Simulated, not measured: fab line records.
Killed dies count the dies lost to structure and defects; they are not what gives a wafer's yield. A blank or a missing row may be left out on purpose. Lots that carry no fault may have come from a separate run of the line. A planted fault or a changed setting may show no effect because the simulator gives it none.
Chamber matching    flow nandHarc    cmp-04 running NHARC_A_WL_FILL_CMP_12: 4 sister chambers
The step polishes, t overpolish 30 s, target thk 100 nm. 20 wafers are shown with their chamber, then 10 later ones without.

== EACH WAFER AND ITS CHAMBER ==
wafer   chamber  motorCurrentA (A)  timeToEndpointS (s)  overpolishRunS (s)
L075.2  0        12.5               21.3                 30.005
L075.3  3        14.3               17.0                 29.988
L075.4  1        10.9               22.5                 29.992
L077.2  0        12.1               20.5                 29.998
L077.4  3        13.4               18.1                 29.998
L077.6  2        11.7               18.4                 29.992
L078.2  1        10.9               23.7                 29.993
L078.3  3        15.0               21.5                 30.001
L078.6  0        11.8               23.8                 30.012
L080.3  3        13.9               19.8                 29.994
L080.5  2        11.1               21.3                 30.000
L080.6  3        14.4               19.4                 30.006
L082.1  1        10.6               21.4                 29.996
L082.3  3        14.2               20.9                 30.012
L082.5  0        12.4               23.8                 30.006
L083.1  0        11.7               25.9                 30.001
L083.2  3        14.2               21.7                 29.998
L083.5  2        11.3               21.8                 30.000
L086.2  2        10.9               13.9                 30.002
L086.3  0        12.1               17.8                 29.991

SIGNATURES, as means of the wafers listed above
reading          chamber 0  chamber 1  chamber 2  chamber 3  scatter within a chamber
motorCurrentA    12.100     10.800     11.250     14.200     0.382
timeToEndpointS  22.183     22.533     18.850     19.771     2.53
overpolishRunS   30.00217   29.99367   29.99850   29.99957   0.00661
Rule: a wafer's distance from a chamber is the root of the sum, over the readings, of the square of ((its reading less the chamber's mean) divided by the reading's scatter). The wafer belongs to the nearest chamber; if the next one is less than 2 further off, it can't be placed. The scatter: the root of (the sum of the squares of (reading less its chamber's mean) over the shown wafers, divided by (wafers less chambers)).

== WAFERS WITH NO CHAMBER GIVEN ==
wafer   motorCurrentA (A)  timeToEndpointS (s)  overpolishRunS (s)
L086.6  14.4               14.2                 30.002
L090.2  14.5               20.3                 29.990
L090.3  11.6               20.2                 30.002
L090.6  11.1               20.3                 29.984
L092.1  11.3               20.4                 29.984
L092.5  11.4               22.1                 30.008
L092.6  12.4               20.3                 29.994
L094.1  14.3               18.9                 29.996
L094.3  13.2               24.4                 30.003
L094.6  11.6               21.3                 30.003

== CHAMBER TAKEN BY EACH ==
wafer   from the rows above           in truth
L086.6  3                             3
L090.2  3                             3
L090.3  can't be placed: 2 or 0 or 1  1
L090.6  can't be placed: 1 or 2 or 0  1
L092.1  can't be placed: 1 or 2 or 0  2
L092.5  can't be placed: 2 or 0 or 1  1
L092.6  can't be placed: 0 or 2       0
L094.1  3                             3
L094.3  can't be placed: 0 or 3       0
L094.6  can't be placed: 0 or 2 or 1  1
3 of 10 placed correctly. These rows do not allow placing 7 (true chamber among the candidates in 7). Placed wrongly: 0.
